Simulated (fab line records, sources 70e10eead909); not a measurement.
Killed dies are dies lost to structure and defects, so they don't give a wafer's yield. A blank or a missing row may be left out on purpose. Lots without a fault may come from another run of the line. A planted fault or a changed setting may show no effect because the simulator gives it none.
Chamber matching | flow nand_harc | NHARC_A_CHANNEL_FILL_D1_ALD_16 on ald_hk-03: 4 sister chambers
The step deposits SiO2, target thk 1.5 nm, pulse time 10 s, ald cycles 15. 8 wafers are shown with their chamber, then 8 later ones without.

WAFERS WITH THEIR CHAMBER
wafer  | chamber | heater_power_w (W) | precursor_pulse_height_rel
L074.2 | 3       | 428                | 0.984
L080.1 | 1       | 467                | 1.048
L083.1 | 2       | 488                | 0.975
L083.6 | 0       | 471                | 0.991
L089.1 | 1       | 459                | 1.013
L089.2 | 2       | 486                | 1.002
L089.6 | 0       | 495                | 0.988
L088.2 | 3       | 424                | 1.022

WAFERS WITHOUT THEIR CHAMBER
wafer  | heater_power_w (W) | precursor_pulse_height_rel
L088.4 | 475                | 1.008
L088.5 | 466                | 1.027
L090.1 | 419                | 1.004
L090.3 | 478                | 0.997
L090.6 | 468                | 0.979
L094.1 | 491                | 1.019
L094.3 | 479                | 0.975
L094.6 | 416                | 0.991

WHICH CHAMBER EACH WENT THROUGH
wafer  | from the rows above          | in truth
L088.4 | can't be placed: 0 or 2 or 1 | 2
L088.5 | 1                            | 1
L090.1 | 3                            | 3
L090.3 | can't be placed: 0 or 2 or 1 | 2
L090.6 | can't be placed: 0 or 2 or 1 | 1
L094.1 | can't be placed: 2 or 0 or 1 | 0
L094.3 | can't be placed: 0 or 2      | 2
L094.6 | 3                            | 3
Placed correctly: 3 of 8. Can't be placed from these rows: 5 (the true chamber is among the candidates in 5). Placed wrongly: 0.
How it was worked out, from the rows above alone: a wafer's distance from a chamber is the root of the sum, over the readings, of the square of ((its reading less the chamber's mean) divided by the reading's scatter). The wafer belongs to the nearest chamber; if the next one is less than 2 further off, it can't be placed. A chamber's mean is the mean of its shown wafers. The scatter: the root of (the sum of the squares of (reading less its chamber's mean) over the shown wafers, divided by (wafers less chambers)).
